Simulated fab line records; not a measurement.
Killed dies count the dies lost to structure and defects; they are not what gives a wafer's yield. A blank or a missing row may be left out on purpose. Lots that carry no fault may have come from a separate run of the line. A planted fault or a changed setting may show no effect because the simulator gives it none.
One fault seen from 3 desks    flow n5_finfet    numbers are kept per desk, each desk with only its own; the story behind them comes last

## THE DEFECT DESK
Counts from the inspections along the route, per lot, as means over the sampled wafers that have a number. A lot is out of limits, marked OUT, if its mean lies more than 4 standard deviations from the usual mean; the brackets give that distance.
Columns: A = raw_defect_count at N5_BEOL_M7_INSPECT_30, usual 413
lot   first seen here  A
L941  day 10 12:27     362
L944  day 10 22:08     344
L955  day 14 12:37     359
L949  day 14 18:05     387
L953  day 14 21:20     422
This desk's finding: nothing out of limits on any of the 5 lots.

## FROM THE METROLOGY DESK
Means of the sampled wafers that have a number, per lot and without regard to the tool the lot ran on: this is what the gauges read. A lot is out of limits, marked OUT, if its mean lies more than 4 standard deviations from the usual mean; the brackets give that distance.
Columns: A = V6_OVL at N5_BEOL_M7_OVL_MEAS_29, usual -0.1 nm
lot   first seen here  A
L941  day 10 12:23     -0.1
L944  day 10 22:05     -0.7
L955  day 14 12:34     -0.6
L949  day 14 18:02     -0.1
L953  day 14 21:17     0.4
This desk's finding: nothing out of limits on any of the 5 lots.

## FOR THE TOOL OWNER'S DESK: rie_diel-06
The tool's own readings at N5_BEOL_M7_ETCH_41 (etches SiCN in CH3F/O2, target depth 31.9 nm, time 57.8 s): means of the sampled wafers that have a number, for each lot that ran on this tool. A lot is out of limits, marked OUT, if its mean lies more than 4 standard deviations from the usual mean; the brackets give that distance.
Columns: A = bias_w at N5_BEOL_M7_ETCH_41, usual 74.99 W; B = drypump_motor_current_A at N5_BEOL_M7_ETCH_41, usual 5.6 A; C = oes_product_au at N5_BEOL_M7_ETCH_41, usual 0.80 a.u.; D = rf_vpp_V at N5_BEOL_M7_ETCH_41, usual 297.5 V; E = showerhead_plenum_p_Torr at N5_BEOL_M7_ETCH_41, usual 2.01 Torr; F = throttle_valve_pct at N5_BEOL_M7_ETCH_41, usual 16.31 %
lot   first seen here  A                B    C     D                E     F
L944  day 10 22:45     74.98            5.7  0.78  296.7            1.96  16.34
L949  day 14 18:25     67.55 (-32) OUT  5.8  0.67  277.1 (-12) OUT  1.98  16.57
This desk's verdict: out of limits on L949, starting with L949 at day 14 18:25 (bias_w at N5_BEOL_M7_ETCH_41). L944: within limits.

## BROUGHT TOGETHER
The tool owner's desk had the chance to raise an alarm at day 14 18:25 on L949.
No out-of-limits result turned up at the defect desk.
At the metrology desk, nothing out of limits was observed.
The defect desk has L949 on record, within its limits.
The metrology desk holds a record of L949, inside its limits.
Of the lots named, all ran N5_BEOL_M7_ETCH_41 on rie_diel-06.

## WHAT THE SIMULATOR HAD PUT IN
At N5_BEOL_M7_ETCH_41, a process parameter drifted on rie_diel-06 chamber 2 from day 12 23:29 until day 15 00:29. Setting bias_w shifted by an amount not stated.
Shown lots that were struck: L949.
Time in hours from fault onset to the first out-of-limits reading at each desk: the tool owner's desk, 43.
